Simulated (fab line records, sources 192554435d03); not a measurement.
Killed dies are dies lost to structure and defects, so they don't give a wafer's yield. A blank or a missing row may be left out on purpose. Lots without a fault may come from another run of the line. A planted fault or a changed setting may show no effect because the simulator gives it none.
Split-lot experiment | flow n5_finfet | 7 lots, 39 wafers read, on a route of 1938 steps

THE SPLIT
At N5_DUMMY_GATE_ETCH_32 (etches SiO2 in CF4, target depth 3.5 nm, time 3.9 s), the setting time_s was moved away from the recipe's 3.9 s on 9 of the 39 wafers read, by -15.7% to +10.1%. The other wafers ran this setting at the recipe's value.

The reading is taken at the split's own step.

THE READING
etch.depth_nm (the simulator's own value, which no gauge read), in nm, at N5_DUMMY_GATE_ETCH_32 (etches SiO2 in CF4, target depth 3.5 nm, time 3.9 s). The file gives no usual value for it. The 30 wafers here that ran the recipe average 3.499 nm, standard deviation 0.037 nm.

wafer  | tool, chamber at the split | time_s as run, s | against the recipe | etch.depth_nm, nm | against lot-mates on the recipe
L075.1 | rie_si-05, 2               | 3.9              | recipe             | 3.54              | -
L075.2 | rie_si-05, 1               | 3.576            | -8.3%              | 3.209             | -0.318
L075.3 | rie_si-05, 0               | 3.576            | -8.3%              | 3.214             | -0.313
L075.4 | rie_si-05, 3               | 3.9              | recipe             | 3.515             | -
L075.5 | rie_si-05, 3               | 3.9              | recipe             | 3.527             | -
L075.6 | rie_si-05, 0               | 3.576            | -8.3%              | 3.197             | -0.330
L076.1 | rie_si-01, 1               | 3.9              | recipe             | 3.492             | -
L076.2 | rie_si-01, 0               | 3.9              | recipe             | 3.56              | -
L076.3 | rie_si-01, 2,3             | 3.9              | recipe             | 3.511             | -
L076.4 | rie_si-01, 2,3             | 3.9              | recipe             | 3.511             | -
L076.5 | rie_si-01, 2               | 3.9              | recipe             | 3.5               | -
L076.6 | rie_si-01, 3               | 3.9              | recipe             | 3.514             | -
L077.3 | rie_si-01, 0               | 3.9              | recipe             | 3.553             | -
L077.5 | rie_si-01, 0               | 3.9              | recipe             | 3.57              | -
L077.6 | rie_si-01, 3               | 3.9              | recipe             | 3.51              | -
L078.1 | rie_si-05, 1               | 3.9              | recipe             | 3.438             | -
L078.2 | rie_si-05, 0               | 3.286            | -15.7%             | 2.88              | -0.581
L078.3 | rie_si-05, 2               | 3.286            | -15.7%             | 2.903             | -0.558
L078.4 | rie_si-05, 3               | 3.286            | -15.7%             | 2.948             | -0.513
L078.5 | rie_si-05, 3               | 3.9              | recipe             | 3.453             | -
L078.6 | rie_si-05, 2               | 3.9              | recipe             | 3.492             | -
L079.1 | rie_si-01, 2               | 3.9              | recipe             | 3.524             | -
L079.2 | rie_si-01, 3               | 3.9              | recipe             | 3.513             | -
L079.3 | rie_si-01, 0               | 3.9              | recipe             | 3.537             | -
L079.4 | rie_si-01, 1               | 3.9              | recipe             | 3.506             | -
L079.5 | rie_si-01, 3               | 3.9              | recipe             | 3.485             | -
L079.6 | rie_si-01, 0               | 3.9              | recipe             | 3.559             | -
L087.1 | rie_si-04, 2               | 4.292            | +10.1%             | 3.834             | +0.363
L087.2 | rie_si-04, 1               | 3.9              | recipe             | 3.48              | -
L087.3 | rie_si-04, 0               | 3.9              | recipe             | 3.459             | -
L087.4 | rie_si-04, 3               | 4.292            | +10.1%             | 3.825             | +0.354
L087.5 | rie_si-04, 0               | 3.9              | recipe             | 3.473             | -
L087.6 | rie_si-04, 3               | 4.292            | +10.1%             | 3.817             | +0.346
L095.1 | rie_si-04, 2               | 3.9              | recipe             | 3.476             | -
L095.2 | rie_si-04, 0               | 3.9              | recipe             | 3.479             | -
L095.3 | rie_si-04, 1               | 3.9              | recipe             | 3.454             | -
L095.4 | rie_si-04, 3               | 3.9              | recipe             | 3.449             | -
L095.5 | rie_si-04, 2               | 3.9              | recipe             | 3.466             | -
L095.6 | rie_si-04, 1               | 3.9              | recipe             | 3.427             | -
Where a row lists several chambers, the file gives one row for several wafers and doesn't say which wafer went through which chamber.

THE FIT
A straight line over all 39 wafers: etch.depth_nm changes by +0.0357 nm for each +1% of time_s; r = +0.98; the points scatter about the line by 0.036 nm.
The same after taking each lot's own level away (the mean of its wafers on the recipe; 39 wafers): +0.0356 nm for each +1%; r = +0.99; scatter 0.021 nm.
On that fit, the largest move of time_s shifts the reading by 0.56 nm.
The lots' own levels span 3.4585 to 3.5443 nm, that is 2.3 times the standard deviation above.
So the lot-to-lot level changes the slope little: the two slopes agree.
Check: with one of the wafers moved furthest among these (-15.7%) left out of the fit, the line predicts -0.557 nm for it against its lot-mates. It came out at -0.581 nm against them.

OTHER SPLITS ON THESE WAFERS
These wafers also went through other splits before the reading. Each is held against what the fit with the lots' levels taken away leaves over:
other split on the same wafers    | wafers away from the commonest value | r with etch.depth_nm (lot level and that fit taken away)
N5_FIN_SAQP_SPACER2_ALD_28 temp_c | 18                                   | -0.09

THE FILE'S OWN FIT
etch.depth_nm changes by +0.0356 nm for each +1% of time_s, r = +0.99.
